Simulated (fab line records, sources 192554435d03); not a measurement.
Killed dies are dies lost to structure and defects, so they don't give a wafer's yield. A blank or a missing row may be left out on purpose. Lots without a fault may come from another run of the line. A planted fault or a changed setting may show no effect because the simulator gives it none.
Chamber matching | flow n5_finfet | N5_BEOL_M9_STRIP_67 on rie_diel-01: 4 sister chambers
The step strips in CF4. 8 wafers are shown with their chamber, then 7 later ones without.

WAFERS WITH THEIR CHAMBER
wafer  | chamber | drypump_motor_current_A (A) | throttle_valve_pct (%)
L075.4 | 2       | 5.67                        | 13.78
L077.2 | 3       | 5.85                        | 13.22
L078.6 | 3       | 5.85                        | 13.24
L081.1 | 1       | 6.11                        | 13.47
L081.2 | 0       | 5.64                        | 13.19
L081.4 | 2       | 5.65                        | 13.82
L082.1 | 0       | 5.63                        | 13.20
L082.2 | 1       | 6.12                        | 13.47

WAFERS WITHOUT THEIR CHAMBER
wafer  | drypump_motor_current_A (A) | throttle_valve_pct (%)
L082.5 | 5.64                        | 13.81
L086.1 | 6.10                        | 13.49
L086.2 | 5.85                        | 13.30
L086.4 | 6.07                        | 13.50
L088.1 | 5.65                        | 13.22
L088.2 | 6.12                        | 13.49
L088.4 | 6.14                        | 13.50

WHICH CHAMBER EACH WENT THROUGH
wafer  | from the rows above | in truth
L082.5 | 2                   | 2
L086.1 | 1                   | 1
L086.2 | 3                   | 3
L086.4 | 1                   | 1
L088.1 | 0                   | 0
L088.2 | 1                   | 1
L088.4 | 1                   | 1
Placed correctly: 7 of 7. Can't be placed from these rows: 0. Placed wrongly: 0.
How it was worked out, from the rows above alone: a wafer's distance from a chamber is the root of the sum, over the readings, of the square of ((its reading less the chamber's mean) divided by the reading's scatter). The wafer belongs to the nearest chamber; if the next one is less than 2 further off, it can't be placed. A chamber's mean is the mean of its shown wafers. The scatter: the root of (the sum of the squares of (reading less its chamber's mean) over the shown wafers, divided by (wafers less chambers)).
